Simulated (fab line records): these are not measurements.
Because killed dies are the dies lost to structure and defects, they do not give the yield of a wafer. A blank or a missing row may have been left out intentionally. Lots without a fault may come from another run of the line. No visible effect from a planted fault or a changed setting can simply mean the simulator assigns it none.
Matching of chambers ; flow n5_finfet ; 4 sister chambers for N5_SDB_CUT_ETCH_26 on rie_si-01
The step etches Si in HBr/Cl2/O2, target depth 129.6 nm, bt time 20 s, time 51.8 s. 4 wafers are shown with their chamber, then 10 later ones without.

## EACH WAFER AND ITS CHAMBER
wafer;chamber;throttle_valve_pct (%)
L092.1;1;37.8
L092.5;0;36.8
L091.1;3;36.8
L091.2;2;37.3

## WAFERS MISSING THEIR CHAMBER
wafer;throttle_valve_pct (%)
L091.3;36.8
L091.4;37.7
L091.5;36.8
L091.6;36.8
L094.2;36.8
L094.5;36.8
L094.6;37.8
L096.4;37.3
L096.5;37.8
L096.6;36.8

## EACH ONE'S CHAMBER
wafer;from the rows above;in truth
L091.3;can't be placed: 0 or 3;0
L091.4;1;1
L091.5;can't be placed: 0 or 3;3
L091.6;can't be placed: 0 or 3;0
L094.2;can't be placed: 0 or 3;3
L094.5;can't be placed: 0 or 3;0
L094.6;1;1
L096.4;2;2
L096.5;1;1
L096.6;can't be placed: 0 or 3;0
Correctly placed: 4 of 10. Not placeable from these rows: 6 (in 6, the candidates include the true chamber). 0 placed wrongly.
How it was worked out, from the rows above alone: a wafer's distance from a chamber is the root of the sum, over the readings, of the square of ((its reading less the chamber's mean) divided by the reading's scatter). If the next closest chamber is less than 2 further off than the closest, the wafer can't be placed; otherwise it belongs to the closest. A chamber's mean is the mean of its shown wafers. The scatter: root of mean squared gap, hidden wafer to nearest shown wafer, with one shown wafer a chamber.
